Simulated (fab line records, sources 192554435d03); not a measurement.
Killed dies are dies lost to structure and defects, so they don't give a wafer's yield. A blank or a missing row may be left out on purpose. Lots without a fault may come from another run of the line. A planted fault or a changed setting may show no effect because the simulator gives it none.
Which tool did it? | flow n5_finfet | 12 lots, 36 wafers sampled, at 1 step of a route of 1938

WHAT THE GAUGES READ, wafer by wafer
N5_BEOL_M2_OCD_MEAS_38.
lot  | measured     | on     | trench_depth_nm (nm)
L075 | day 6 20:12  | ocd-02 | 55.2 55.0 54.9
L077 | day 7 09:46  | ocd-01 | 56.4 56.8 56.8
L079 | day 7 23:07  | ocd-02 | 55.4 56.6 56.4
L081 | day 8 13:39  | ocd-02 | 54.0 55.6 54.3
L083 | day 9 00:04  | ocd-02 | 55.0 56.8 56.9
L085 | day 9 14:26  | ocd-02 | 53.4 55.0 55.2
L087 | day 9 21:45  | ocd-02 | 55.4 55.6 54.2
L088 | day 10 14:08 | ocd-01 | 54.4 56.8 56.3
L093 | day 11 10:46 | ocd-01 | 55.9 54.8 55.9
L092 | day 11 14:55 | ocd-01 | 56.6 55.7 55.3
L095 | day 11 19:26 | ocd-01 | 55.3 55.0 55.2
L097 | day 13 09:46 | ocd-02 | 55.1 56.2 56.4

WHICH TOOL RAN EACH LOT (tool, then ch and the chambers of the sampled wafers, then the start)
The record holds no process step before these readings.

THE ANSWER, worked out from the rows above alone
Rule: what is usual is taken from the lots themselves. Put in order of their means at a reading, lots are off if they are a third of the lots or fewer, leave a main group of 4 or more, and stand apart from it by a gap of 3 or more times the standard deviation of the main group's means; of several such gaps the widest counts. A main group whose means are all the same, to the digits that the tables above print for the reading, isn't used. A lot without any number at a reading at which 4 lots or more have one is off too. The other lots that the step has rows for count as sound.
No lot is off at any reading shown: from this, nothing can be told.

WHAT THE SIMULATOR HAD PUT IN
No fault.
